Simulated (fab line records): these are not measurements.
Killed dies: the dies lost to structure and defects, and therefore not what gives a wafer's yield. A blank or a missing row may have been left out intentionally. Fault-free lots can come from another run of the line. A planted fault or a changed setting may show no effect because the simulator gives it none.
Chamber matching + flow n5_finfet + N5_BEOL_M3_DESCUM_16 on rie_diel-03: 4 sister chambers
The step chemistry O2, time 7 s. 4 wafers are shown with their chamber, then 8 later ones without.

## EACH WAFER AND ITS CHAMBER
| wafer  | chamber | showerhead_plenum_p_Torr (Torr) |
|--------|---------|---------------------------------|
| L076.6 | 2       | 1.98                            |
| L081.6 | 0       | 2.20                            |
| L083.5 | 1       | 2.14                            |
| L093.1 | 3       | 1.99                            |

## WAFERS WHOSE CHAMBER IS MISSING
| wafer  | showerhead_plenum_p_Torr (Torr) |
|--------|---------------------------------|
| L093.2 | 2.19                            |
| L093.3 | 2.24                            |
| L095.1 | 2.19                            |
| L095.3 | 2.14                            |
| L095.6 | 2.19                            |
| L097.1 | 2.24                            |
| L097.3 | 2.13                            |
| L097.6 | 1.99                            |

## WHICH CHAMBER EACH ONE RAN IN
| wafer  | from the rows above     | in truth                   |
|--------|-------------------------|----------------------------|
| L093.2 | can't be placed: 0 or 1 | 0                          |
| L093.3 | 0                       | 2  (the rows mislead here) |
| L095.1 | can't be placed: 0 or 1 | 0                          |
| L095.3 | 1                       | 1                          |
| L095.6 | can't be placed: 0 or 1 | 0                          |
| L097.1 | 0                       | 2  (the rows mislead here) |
| L097.3 | 1                       | 1                          |
| L097.6 | can't be placed: 3 or 2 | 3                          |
Placed correctly: 2 of 8. Not placeable from these rows: 4 (in 4, the candidates include the true chamber). Placed wrongly: 2.
How it was worked out, from the rows above alone: a wafer's distance from a chamber is the root of the sum, over the readings, of the square of ((its reading less the chamber's mean) divided by the reading's scatter). The wafer belongs to the nearest chamber; if the next one is less than 2 further off, it can't be placed. A chamber's mean is the mean of its shown wafers. The scatter (one wafer shown for each chamber): square how far every hidden wafer sits from the nearest shown wafer, average those squares and take the square root.
